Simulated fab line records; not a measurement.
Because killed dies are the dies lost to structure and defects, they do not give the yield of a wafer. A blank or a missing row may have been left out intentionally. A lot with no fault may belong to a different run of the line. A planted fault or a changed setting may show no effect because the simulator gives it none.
fab line records | flow nand-harc
record lots=7 | wafers=19 | last-day=25
route steps=1159 shown THIN_TSV@1138 END@1159
lots untouched by any fault: they come from a run of this same line in which no faults occurred
start-h: hours from the record's opening day to when the first of the lot's shown wafers began | wait-h: hours elapsed since this lot's preceding step | " the same as in the row above | L1.1+2: several wafers, shown together as one row | - no value present, or no start provided | * or withheld: withheld | < > ~ a bound
route shown NAME@n: a module of which the file shows steps, and the number in the route of the first | usual: average and standard deviation across the fault-free wafers | same: alike in all rows | chamber/n: place in a boat | sites: readings site by site | _std_site: standard deviation of those values | _edge_site: the outer-site mean with the inner-site mean subtracted | radius-mm: for every site, how far away it sits from the centre of the wafer | mask NAME#n: copy n | behind: the most recent tool/chamber to have shaped the wafer | hold: the reason the lot was held/the length of the hold in hours/how it ended | device: names the non-switching transistor (n, p or np) | end of line: at the end of the route, the tests of the same wafers | a step given without rows: its recipe and nothing more | killed: dies lost to structure and defects at the first sort, not the wafer's yield | map: the dies of a wafer, with x for killed, . for not killed, _ for no die there
set.NAME: setting as actually run; set.NAME@STEP: the setting as run at that earlier step | model.NAME: the simulator's own value behind a step, which no gauge read
lots at some steps of the route; a table a step, a row a wafer
services: when a tool's chamber went out of use (start-h, in hours from the record's first day, below 0 if earlier), for how many hours, and the reason
## steps
# step NHARC_THIN_TSV_PVD_55
# recipe target-thk-a=500 | material=TiN
# step NHARC_THIN_TSV_PVD_24
# recipe target-thk-a=8000 | power-w=withheld | chamber-pressure-pa=withheld | substrate-temp-c=withheld | time-s=withheld | gas=Ar | material=Al
# step NHARC_THIN_TSV_DEHYDRATE_25
# recipe temp-c=150 | time-s=120
# step NHARC_THIN_TSV_HMDS_26
# recipe time-s=30
# step NHARC_THIN_TSV_COAT_27
# recipe spin-rpm=*
# step NHARC_THIN_TSV_SOFTBAKE_28
# recipe temp-c=122 | time-s=95
# step NHARC_THIN_TSV_EBR_29
# step NHARC_THIN_TSV_EXPOSE_30
# recipe na=0.55 | dose-mj=11.47 | mask-id=PAD
# step NHARC_THIN_TSV_PEB_31
# recipe peb-temp-c=118 | peb-time-s=85
# step NHARC_THIN_TSV_DEVELOP_32
# recipe time-s=70
# step NHARC_THIN_TSV_CD_MEAS_33
# recipe target-cd-nm=5000 | landing-energy-ev=500
# usual cd-nm=4998.1/2.1
lot.wafer | tool      | chamber | start-h | wait-h | cd-nm
L663.1    | cd-sem-03 | 0       | 450.48  | -      | 4996.0
L663.3    | "         | 0       | "       | "      | 4998.8
L663.5    | "         | 0       | "       | "      | 4994.8
L669.1    | cd-sem-02 | 0       | 509.37  | -      | 4996.1
L669.5    | "         | 0       | "       | "      | 4998.5
L669.6    | "         | 0       | "       | "      | 4996.4
L675.1    | cd-sem-03 | 0       | 545.87  | -      | 4996.5
L675.3    | "         | 0       | "       | "      | 4997.0
L676.3    | cd-sem-03 | 0       | 551.14  | -      | 5001.6
L676.5    | "         | 0       | "       | "      | 5002.4
L679.1    | cd-sem-03 | 0       | 561.66  | -      | 4999.0
L679.4    | "         | 0       | "       | "      | 4997.9
L679.6    | "         | 0       | "       | "      | 5000.3
L683.1    | cd-sem-01 | 0       | 572.56  | -      | 5003.3
L683.3    | "         | 0       | "       | "      | 5002.8
L683.6    | "         | 0       | "       | "      | 5002.6
L681.2    | cd-sem-03 | 0       | 574.04  | -      | 4995.2
L681.3    | "         | 0       | "       | "      | 4999.7
L681.5    | "         | 0       | "       | "      | 4998.1
# step NHARC_THIN_TSV_HARDBAKE_34
# recipe temp-c=125 | time-s=80
# step NHARC_THIN_TSV_DESCUM_35
# recipe time-s=3 | o2-flow-sccm=200 | ar-flow-sccm=0 | bias-power-w=0 | chemistry=O2
# usual drypump-motor-current-A=5.8/0.32 | mfc-ar-sccm=0.006/0.0084 | oes-product-au=0.991/0.015 | rf-vpp-V=57.8/0.8 | run-length-s=23.8/0.3 | showerhead-plenum-p-Torr=1.92/0.073 | throttle-valve-pct=11.312/0.0096
lot.wafer | tool        | chamber | start-h | wait-h | drypump-motor-current-A | mfc-ar-sccm | oes-product-au | rf-hours-counter-h | rf-vpp-V | run-length-s | showerhead-plenum-p-Torr | throttle-valve-pct
L663.3    | rie-diel-12 | 1       | 450.66  | -      | 5.6                     | 0.009       | 1.011          | 4                  | 58.2     | 23.5         | 1.92                     | 11.318
L663.1    | "           | 2       | "       | "      | 5.5                     | 0.012       | 0.989          | 5                  | 57.4     | 23.4         | 1.86                     | 11.315
L663.5    | "           | 0       | "       | "      | 5.9                     | 0.024       | 0.999          | -                  | 57.8     | 23.7         | 1.92                     | 11.307
L669.1    | rie-diel-01 | 3       | 509.53  | -      | 5.9                     | 0           | 0.990          | 1                  | 58.0     | 23.6         | 1.90                     | 11.316
L669.5    | "           | 0       | "       | "      | 6.1                     | 0           | 1.010          | -                  | 58.5     | 24.2         | 2.00                     | 11.303
L669.6    | "           | 1       | "       | "      | 5.4                     | 0           | 0.973          | -                  | 56.7     | 23.5         | 1.95                     | 11.317
L675.1    | rie-diel-01 | 0       | 546.03  | -      | 6.1                     | 0           | 0.996          | 4                  | 57.5     | 22.4         | 2.00                     | 11.310
L675.3    | "           | 2       | "       | "      | 6.0                     | 0           | 0.971          | 4                  | 57.8     | 23.8         | 2.02                     | 11.318
L676.3    | rie-diel-01 | 1       | 551.33  | -      | 5.4                     | 0           | 0.980          | 4                  | 57.6     | 23.4         | 1.95                     | 11.313
L676.5    | "           | 2       | "       | "      | 6.0                     | 0           | 0.992          | -                  | 56.9     | 21.8         | 2.02                     | 11.320
L679.1    | rie-diel-01 | 3       | 561.82  | -      | 5.8                     | 0           | 0.985          | 7                  | 56.2     | 22.2         | 1.90                     | 11.310
L679.4    | "           | 0       | "       | "      | 6.1                     | 0           | 0.991          | 5                  | 59.2     | 23.7         | 2.00                     | 11.315
L679.6    | "           | 3       | "       | "      | 5.8                     | 0           | 0.990          | -                  | 56.7     | 24.0         | 1.90                     | 11.315
L683.1    | rie-diel-12 | 3       | 572.74  | -      | 5.1                     | 0           | 0.963          | 0                  | 57.1     | 24.1         | 1.77                     | 11.292
L683.3    | "           | 0       | "       | "      | 5.9                     | 0.024       | 0.992          | 1                  | 58.1     | 23.8         | 1.92                     | 11.326
L683.6    | "           | 2       | "       | "      | 5.5                     | 0.012       | 0.972          | -                  | 57.2     | 23.9         | 1.86                     | 11.326
L681.3    | rie-diel-12 | 3       | 574.21  | -      | 5.1                     | 0           | 0.974          | 0                  | 59.0     | 24.1         | 1.77                     | 11.301
L681.2    | "           | 1       | "       | "      | 5.6                     | 0.009       | 1.007          | 1                  | 58.9     | 23.5         | 1.91                     | 11.309
L681.5    | "           | 2       | "       | "      | 5.5                     | 0.012       | 0.975          | -                  | 57.3     | 23.8         | 1.86                     | 11.312
# step NHARC_THIN_TSV_ETCH_59
# recipe target-depth-a=8800 | icp-w=900 | bias-w=100 | Cl2_flow_sccm=60 | bcl3-flow-sccm=30 | time-s=138.1 | chemistry=Cl2/BCl3
# usual drypump-motor-current-A=5.6/0.32 | oes-product-au=1.000/0.01 | throttle-valve-pct=22.265/0.0094
lot.wafer | tool         | chamber | start-h | wait-h | drypump-motor-current-A | oes-product-au | rf-hours-counter-h | throttle-valve-pct
L663.1    | rie-metal-03 | 1       | 450.77  | 0.1    | 5.8                     | 0.992          | 4.7                | 22.254
L663.3    | "            | 1       | "       | "      | 5.9                     | 0.991          | -                  | 22.257
L663.5    | "            | 1       | "       | "      | 5.8                     | 0.998          | -                  | 22.258
L669.1    | rie-metal-02 | 0       | 509.68  | 0.1    | 5.8                     | 1.005          | 3.0                | 22.272
L669.5    | "            | 0       | "       | "      | 5.8                     | 1.009          | -                  | 22.256
L669.6    | "            | 1       | "       | "      | 6.0                     | 1.008          | -                  | 22.260
L675.1    | rie-metal-01 | 1       | 546.20  | 0.1    | 5.6                     | 0.992          | 0.7                | 22.273
L675.3    | "            | 0       | "       | "      | 5.1                     | 0.982          | -                  | 22.248
L676.3    | rie-metal-02 | 0       | 551.49  | 0.1    | 5.8                     | 1.006          | -                  | 22.272
L676.5    | "            | 1       | "       | "      | 6.0                     | 1.024          | -                  | 22.253
L679.1    | rie-metal-03 | 1       | 561.95  | 0.1    | 5.8                     | 1.008          | 2.9                | 22.264
L679.4    | "            | 0       | "       | "      | 5.3                     | 0.998          | -                  | 22.275
L679.6    | "            | 1       | "       | "      | 5.8                     | 1.005          | -                  | 22.256
L683.1    | rie-metal-01 | 0       | 572.85  | 0.1    | 5.1                     | 0.985          | 1.7                | 22.284
L683.3    | "            | 1       | "       | "      | 5.6                     | 1.003          | -                  | 22.250
L683.6    | "            | 1       | "       | "      | 5.7                     | 1.008          | -                  | 22.248
L681.2    | rie-metal-02 | 1       | 574.37  | 0.1    | 6.0                     | 1.009          | 0.0                | 22.262
L681.3    | "            | 1       | "       | "      | 6.0                     | 0.999          | -                  | 22.259
L681.5    | "            | 1       | "       | "      | 6.0                     | 1.009          | -                  | 22.278
# step NHARC_END_SORT_01
# recipe temp-c=25
# usual defect-limited-yield=95.8/1.3 | killed-at-array=24/8.7 | killed-at-other=0.8/1.2 | killed-at-periphery=3.6/2.3 | killed-dies=28/8.9 | killed-open=3.2/1.9 | killed-short=2.0/1.6 | sort_bin_2_pct=1.3/0.57 | sort_bin_3_pct=0.22/0.19 | sort_bin_4_pct=2.7/0.89 | sort-n-pass=649/8.9 | sort-rim-yield-pct=95/3.1 | sort-yield-pct=95.8/1.3
# same gross-dies=677 | sort_bin_5_pct[%]=0 | sort_bin_6_pct[%]=0 | sort_bin_7_pct[%]=0 | sort_bin_8_pct[%]=0 | sort-rim-n-gross=106.00
lot.wafer | tool      | chamber | start-h | wait-h | defect-limited-yield[%] | killed-at-array | killed-at-other | killed-at-periphery | killed-dies | killed-open | killed-short | sort_bin_2_pct[%] | sort_bin_3_pct[%] | sort_bin_4_pct[%] | sort-n-pass | sort-rim-yield-pct[%] | sort-yield-pct[%]
L663.1    | prober-02 | 0       | 472.64  | 2.5    | 96.3                    | 25              | 0               | 0                   | 25          | 0           | 3            | 0.9               | 0.15              | 2.7               | 652         | 92                    | 96.3
L663.3    | prober-02 | 0       | 474.19  | 3.0    | 95.4                    | 26              | 0               | 5                   | 31          | 4           | 6            | 1.8               | 0.30              | 2.5               | 646         | 94                    | 95.4
L663.5    | prober-02 | 0       | 475.74  | 3.6    | 94.4                    | 37              | 0               | 1                   | 38          | 3           | 5            | 1.2               | 0.15              | 4.3               | 639         | 98                    | 94.4
L679.1    | prober-02 | 0       | 577.40  | 2.5    | 94.8                    | 29              | 3               | 3                   | 35          | 4           | 1            | 1.8               | 0.30              | 3.1               | 642         | 94                    | 94.8
L679.4    | prober-02 | 0       | 579.82  | 3.4    | 94.1                    | 35              | 0               | 5                   | 40          | 2           | 1            | 2.2               | 0.44              | 3.2               | 637         | 93                    | 94.1
L679.6    | prober-02 | 0       | 581.42  | 4.0    | 96.3                    | 20              | 0               | 5                   | 25          | 2           | 3            | 0.7               | 0                 | 3.0               | 652         | 95                    | 96.3
L683.1    | prober-01 | 0       | 585.15  | 2.5    | 95.7                    | 19              | 5               | 5                   | 29          | 7           | 1            | 1.5               | 0                 | 2.8               | 648         | 95                    | 95.7
L683.3    | prober-01 | 0       | 586.72  | 3.1    | 96.3                    | 15              | 3               | 7                   | 25          | 3           | 1            | 0.7               | 0.15              | 2.8               | 652         | 95                    | 96.3
L683.6    | prober-01 | 0       | 589.07  | 3.9    | 96.2                    | 20              | 2               | 4                   | 26          | 2           | 1            | 1.3               | 0                 | 2.5               | 651         | 98                    | 96.2
# killed by level:class
L663.1 A_CHANNEL_HOLE_D1:chamber-film-flake=8 A_STAIRCASE:chamber-film-flake=6 A_SLIT:chamber-film-flake=6 A_WL_FILL:geometric-particle:short=2 A_M0:geometric-particle:short=1 A_CONTACT:chamber-film-flake=1 A_M1:chamber-film-flake=1
L663.3 A_CHANNEL_HOLE_D1:chamber-film-flake=11 A_STAIRCASE:chamber-film-flake=4 A_SLIT:chamber-film-flake=4 A_WL_FILL:geometric-particle:short=2 P_STI:chamber-film-flake=2 P_GATE:geometric-particle:short=1 P_CONTACT:geometric-particle:short=1 P_M0:geometric-particle:open=1
L663.5 A_CHANNEL_HOLE_D1:chamber-film-flake=15 A_SLIT:chamber-film-flake=13 A_CHANNEL_FILL_D1:geometric-particle:short=2 A_SOURCE_PLATE:geometric-particle:open=1 A_WL_FILL:geometric-particle:short=1 A_BLC:geometric-particle:short=1 A_BLC:geometric-particle:open=1 A_M0:geometric-particle:short=1
L679.1 A_CHANNEL_HOLE_D1:chamber-film-flake=16 A_STAIRCASE:chamber-film-flake=4 A_BLC:geometric-particle:open=2 P_GATE:chamber-film-flake=2 THIN_TSV:chamber-film-flake=2 A_WL_FILL:geometric-particle:short=1 A_WL_FILL:geometric-particle:open=1 A_BONDPAD:geometric-particle:open=1
L679.4 A_CHANNEL_HOLE_D1:chamber-film-flake=20 A_CHANNEL_FILL_D1:chamber-film-flake=5 A_BONDPAD:chamber-film-flake=3 P_GATE:chamber-film-flake=2 A_CONTACT:chamber-film-flake=2 A_WL_FILL:geometric-particle:short=1 A_WL_FILL:geometric-particle:open=1 A_M1:geometric-particle:open=1
L679.6 A_CHANNEL_HOLE_D1:chamber-film-flake=10 A_STAIRCASE:chamber-film-flake=4 A_CHANNEL_FILL_D1:geometric-particle:short=2 P_ZERO_WELL:chamber-film-flake=2 A_CHANNEL_FILL_D1:chamber-film-flake=2 P_CONTACT:geometric-particle:open=1 P_M0:geometric-particle:open=1 A_WL_FILL:geometric-particle:short=1
L683.1 A_CONTACT:chamber-film-flake=8 THIN_TSV:chamber-film-flake=4 A_STAIRCASE:chamber-film-flake=3 A_CONTACT:geometric-particle:open=2 P_STI:chamber-film-flake=2 A_CHANNEL_FILL_D1:chamber-film-flake=2 P_CONTACT:geometric-particle:open=1 P_M0:geometric-particle:open=1
L683.3 P_STI:chamber-film-flake=5 A_CHANNEL_FILL_D1:chamber-film-flake=4 A_CONTACT:chamber-film-flake=4 THIN_TSV:chamber-film-flake=3 A_CONTACT:geometric-particle:open=2 A_STAIRCASE:chamber-film-flake=2 P_M1:geometric-particle:open=1 A_M0:geometric-particle:short=1
L683.6 A_CONTACT:chamber-film-flake=11 P_STI:chamber-film-flake=3 A_CONTACT:geometric-particle:open=2 THIN_TSV:chamber-film-flake=2 A_WL_FILL:chamber-film-flake=2 A_M0:geometric-particle:short=1 P_GATE:chamber-film-flake=1 A_CHANNEL_HOLE_D1:unspecified=1
## services
tool         | chamber | start-h | hours | kind
rie-diel-01  | 0       | 446.32  | -     | clean
rie-diel-01  | 1       | 446.32  | -     | clean
rie-diel-01  | 2       | 446.32  | -     | clean
rie-diel-01  | 3       | 446.32  | -     | clean
rie-metal-03 | 0       | 450.61  | 4.3   | repair
rie-metal-03 | -       | 453.00  | 9.0   | pm
rie-diel-01  | 0       | 470.82  | -     | clean
rie-diel-01  | 1       | 470.82  | -     | clean
rie-diel-01  | 2       | 470.82  | -     | clean
rie-diel-01  | 3       | 470.82  | -     | clean
rie-diel-01  | -       | 491.84  | 9.0   | pm
rie-diel-01  | 0       | 491.84  | 9.0   | vent-cycle
rie-diel-01  | 1       | 491.84  | 9.0   | vent-cycle
rie-diel-01  | 2       | 491.84  | 12.9  | vent-cycle
rie-diel-01  | 3       | 491.84  | 9.0   | vent-cycle
rie-diel-01  | 0       | 500.84  | -     | clean
rie-diel-01  | 1       | 500.84  | -     | clean
rie-diel-01  | 3       | 500.84  | -     | clean
rie-diel-01  | 2       | 507.48  | 4.4   | repair
rie-metal-01 | -       | 509.00  | 9.0   | pm
rie-metal-03 | 0       | 518.09  | 1.1   | repair
rie-diel-12  | 3       | 537.28  | 29.8  | repair
rie-diel-12  | -       | 556.41  | 9.0   | pm
rie-metal-02 | -       | 565.06  | 9.0   | pm
## key
first-sign step=NHARC_THIN_TSV_DESCUM_35 | reading=run-length-s | direction=down | sigmas=5.6 | usual=* | struck=*
effect none on later readings
met-at NHARC_THIN_TSV_DESCUM_35
struck-wafers L675.1,L676.5,L679.1
sort-left-out L675.1,L676.5
onset-between 509.53 546.03
fault kind=process-parameter-drift | tool=rie-diel-01 | chamber=- | onset-h=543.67 | steps=NHARC_THIN_TSV_DESCUM_35 | channel=time-s | offset=* | shape=step | end-h=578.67 | scope=struck-wafers-only | acts-in=* | stated=*
# sort-left-out: the simulated sort isn't trusted on such a fault, so these wafers' sort isn't shown, and their yield isn't known
